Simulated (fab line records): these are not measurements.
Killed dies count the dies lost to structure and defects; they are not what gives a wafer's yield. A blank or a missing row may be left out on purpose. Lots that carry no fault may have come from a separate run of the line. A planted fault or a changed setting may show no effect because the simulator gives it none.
8D (eight disciplines) problem report, filled in by code || flow nand-harc || the parts of the form that need people (team, actions taken, sign-off) are left out

== 1. THE PROBLEM ==
At NHARC_P_BONDPAD_ETCH_37, run-length-s averages 67.0 s over 2 wafers from 2 lots, while fault-free wafers read 87.1 s, standard deviation 0.43. Relative to the usual mean, that is a shift of -47 standard deviations.
The step: etches the open film in N2/H2, target depth 60 nm, overetch 18 nm, time 65.91 s.
First seen on wafer L411.3, day 11 05:44, on rie-diel-07. The record holds 41 wafers of 14 lots with a number at this step. By rule, "out" or "out of limits" means more than 4 standard deviations away from the usual mean. The other wafers with a number count as sound.

== 2. WHAT IT IS, WHAT IT ISN'T ==
{"question": "which readings at this step", "is": "run-length-s", "is not": "drypump-motor-current-A, oes-product-au, rf-vpp-V, throttle-valve-pct"}
{"question": "which lots", "is": "L411, L412", "is not": "L401, L402, L403, L404, L405, L406, L418, L420, L421, L422, L423, L424"}
{"question": "which wafers of those lots", "is": "L411.3, L412.3", "is not": "L411.2, L411.5, L412.1"}
{"question": "read on which tools", "is": "rie-diel-07", "is not": "rie-diel-02, rie-diel-13"}
{"question": "when", "is": "from day 11 05:44", "is not": "up to then (20 sound wafers); but 19 sound wafers of L412, L418, L420, L421, L422, L423, L424 came after"}

== 3. WHAT RULES OUT EACH SUSPECT ==
Counting: any tool at a process step up to the reading remains a suspect provided it ran every lot that is out. Sound lots after the first of them don't rule it out here, since some wafers of a struck lot are sound.
- rie-diel-07 at NHARC_P_BONDPAD_ETCH_37 (etches the open film in N2/H2, target depth 60 nm, overetch 18 nm, time 65.91 s): kept. Every lot that is out went through it, the first being L411 (day 11 05:44); the last sound lot it ran before that was L406 (day 8 15:36). Its own readings are out on those wafers: run-length-s.
- Within rie-diel-07 at NHARC_P_BONDPAD_ETCH_37: the wafers that are out ran in chambers 0, 1; their sound lot-mates ran in chamber 2.
After counting, what remains is rie-diel-07 at NHARC_P_BONDPAD_ETCH_37.

== 4. THE CAUSE (what the simulator had put in) ==
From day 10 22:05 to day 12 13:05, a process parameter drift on rie-diel-07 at NHARC_P_BONDPAD_ETCH_37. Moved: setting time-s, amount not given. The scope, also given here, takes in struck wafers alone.
Only this tool survived the counting.

== 5. THE EFFECT CHAIN, in route order ==
Rows list readings where the struck wafers' mean (over those with a number) sits beyond 3 standard deviations from the usual. Scope: only readings with a usual standard deviation given in the record; hours: median across lots of the time from each lot's start at the first step in this table that gives one to its start at this step; sigmas: change in usual standard deviations.
{"hours": 0, "step": "NHARC_P_BONDPAD_ETCH_37", "reading": "run-length-s", "usual": "87.1 s", "on struck wafers": 67.0, "change": -20.0, "sigmas": -47}
Here are the process steps it includes:
- NHARC_P_BONDPAD_ETCH_37: etches the open film in N2/H2, target depth 60 nm, overetch 18 nm, time 65.91 s.
Readings that are blank on the struck wafers while sound wafers have them: bias-w at NHARC_P_BONDPAD_ETCH_37.

== 6. HOW IT WOULD HAVE BEEN CAUGHT EARLIER ==
In this record the first reading out of limits was taken at day 11 05:44, 8 hours after the fault began at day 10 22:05.
